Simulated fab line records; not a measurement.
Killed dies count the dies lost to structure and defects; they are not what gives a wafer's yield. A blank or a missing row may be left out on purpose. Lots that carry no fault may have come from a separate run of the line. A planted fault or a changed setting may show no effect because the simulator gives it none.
Chamber matching ; flow nand-harc ; NHARC_P_CONTACT_DESCUM_17 on rie-diel-08: 4 sister chambers
The step chemistry O2, time 3 s. 30 wafers are shown with their chamber, then 12 later ones without.

WAFERS PAIRED WITH THEIR CHAMBERS
wafer;chamber;drypump-motor-current-A (A);oes-product-au (a.u.);rf-vpp-V (V)
L075.1;1;5.5;0.999;56.5
L075.2;3;5.9;0.985;57.1
L075.3;2;6.1;1.001;58.4
L077.2;2;6.1;1.001;57.8
L077.3;0;5.3;1.009;57.0
L077.5;2;6.1;1.007;58.4
L078.3;2;6.1;0.994;59.1
L078.4;1;5.6;1.006;56.6
L078.6;3;5.9;0.981;59.0
L079.2;1;5.5;1.008;58.5
L079.3;3;5.9;0.986;57.3
L079.5;0;5.3;0.996;57.7
L081.1;3;5.9;0.979;59.0
L081.2;1;5.5;1.009;57.8
L081.5;0;5.3;0.996;57.2
L084.4;2;6.1;0.996;58.5
L084.5;1;5.5;1.005;57.9
L084.6;0;5.3;0.998;57.6
L086.1;3;5.9;0.989;59.5
L086.3;2;6.1;0.999;58.0
L086.6;1;5.6;1.002;56.8
L089.1;3;5.9;0.989;58.0
L089.3;1;5.5;1.004;56.6
L089.5;2;6.0;0.986;59.2
L091.2;3;5.9;0.986;59.3
L091.4;0;5.3;0.994;57.4
L091.5;0;5.3;0.991;58.6
L092.1;2;6.1;1.002;58.4
L092.4;0;5.3;1.003;57.6
L092.5;3;5.8;0.988;57.7

SIGNATURES (averages over the wafers above)
reading;chamber 0;chamber 1;chamber 2;chamber 3;scatter within a chamber
drypump-motor-current-A;5.300;5.529;6.087;5.888;0.035
oes-product-au;0.99814;1.00471;0.99825;0.98538;0.00505
rf-vpp-V;57.586;57.243;58.475;58.362;0.717
Rule: a wafer lies at a distance from a chamber equal to the root of the sum of squares, over the readings, of (its reading less the chamber's mean, divided by the reading's scatter). If the next closest chamber is less than 2 further off than the closest, the wafer can't be placed; otherwise it belongs to the closest. How the scatter is found: for the shown wafers, subtract from each reading the mean of its chamber, square and add these, divide the total by (wafers less chambers), then take the root.

WAFERS MISSING THEIR CHAMBER
wafer;drypump-motor-current-A (A);oes-product-au (a.u.);rf-vpp-V (V)
L093.1;5.9;0.983;57.8
L093.4;5.5;0.993;57.9
L093.5;5.9;0.981;59.0
L094.1;5.3;1.010;56.6
L094.2;5.5;1.005;57.2
L094.4;6.1;0.999;58.7
L096.1;5.3;1.011;58.5
L096.5;6.1;0.983;57.4
L096.6;5.3;1.001;57.5
L097.3;5.3;0.999;59.2
L097.4;5.5;1.011;57.4
L097.6;6.1;0.992;58.0

THE CHAMBER EACH PASSED THROUGH
wafer;from the rows above;in truth
L093.1;3;3
L093.4;1;1
L093.5;3;3
L094.1;0;0
L094.2;1;1
L094.4;2;2
L096.1;0;0
L096.5;2;2
L096.6;0;0
L097.3;0;0
L097.4;1;1
L097.6;2;2
12 of 12 placed correctly. Can't be placed from these rows: 0. Wrongly placed: 0.
